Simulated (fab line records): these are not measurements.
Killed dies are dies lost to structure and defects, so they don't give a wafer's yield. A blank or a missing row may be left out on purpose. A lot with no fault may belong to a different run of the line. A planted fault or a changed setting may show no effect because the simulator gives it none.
Matching of chambers :: flow n5Finfet :: N5_DUMMY_GATE_DESCUM_20 on rieDiel-04: 4 sister chambers
The step chemistry O2, time 6.2 s. 4 wafers are shown with their chamber, then 10 later ones without.

## EACH WAFER AND ITS CHAMBER
wafer: L079.3
chamber: 0
drypumpMotorCurrentA (A): 5.5

wafer: L083.5
chamber: 2
drypumpMotorCurrentA (A): 6.1

wafer: L085.3
chamber: 1
drypumpMotorCurrentA (A): 6.5

wafer: L085.5
chamber: 3
drypumpMotorCurrentA (A): 5.3

## WAFERS WITHOUT THEIR CHAMBER
wafer: L085.6
drypumpMotorCurrentA (A): 6.1

wafer: L092.2
drypumpMotorCurrentA (A): 5.6

wafer: L092.5
drypumpMotorCurrentA (A): 5.5

wafer: L092.6
drypumpMotorCurrentA (A): 6.5

wafer: L093.3
drypumpMotorCurrentA (A): 6.6

wafer: L093.4
drypumpMotorCurrentA (A): 6.1

wafer: L093.5
drypumpMotorCurrentA (A): 5.3

wafer: L094.4
drypumpMotorCurrentA (A): 5.3

wafer: L094.5
drypumpMotorCurrentA (A): 5.6

wafer: L094.6
drypumpMotorCurrentA (A): 6.5

## THE CHAMBER EACH PASSED THROUGH
wafer: L085.6
from the rows above: 2
in truth: 2

wafer: L092.2
from the rows above: 0
in truth: 0

wafer: L092.5
from the rows above: 0
in truth: 0

wafer: L092.6
from the rows above: 1
in truth: 1

wafer: L093.3
from the rows above: 1
in truth: 1

wafer: L093.4
from the rows above: 2
in truth: 2

wafer: L093.5
from the rows above: 3
in truth: 3

wafer: L094.4
from the rows above: 3
in truth: 3

wafer: L094.5
from the rows above: 0
in truth: 0

wafer: L094.6
from the rows above: 1
in truth: 1
Correctly placed: 10 of 10. Left unplaced by these rows: 0. 0 placed wrongly.
How it was worked out, from the rows above alone: a wafer's distance from a chamber is the root of the sum, over the readings, of the square of ((its reading less the chamber's mean) divided by the reading's scatter). If the next closest chamber is less than 2 further off than the closest, the wafer can't be placed; otherwise it belongs to the closest. A chamber's mean is the mean of its shown wafers. The scatter: with one shown wafer a chamber, the root of the mean of the squares of how far each hidden wafer lies from its nearest shown one.
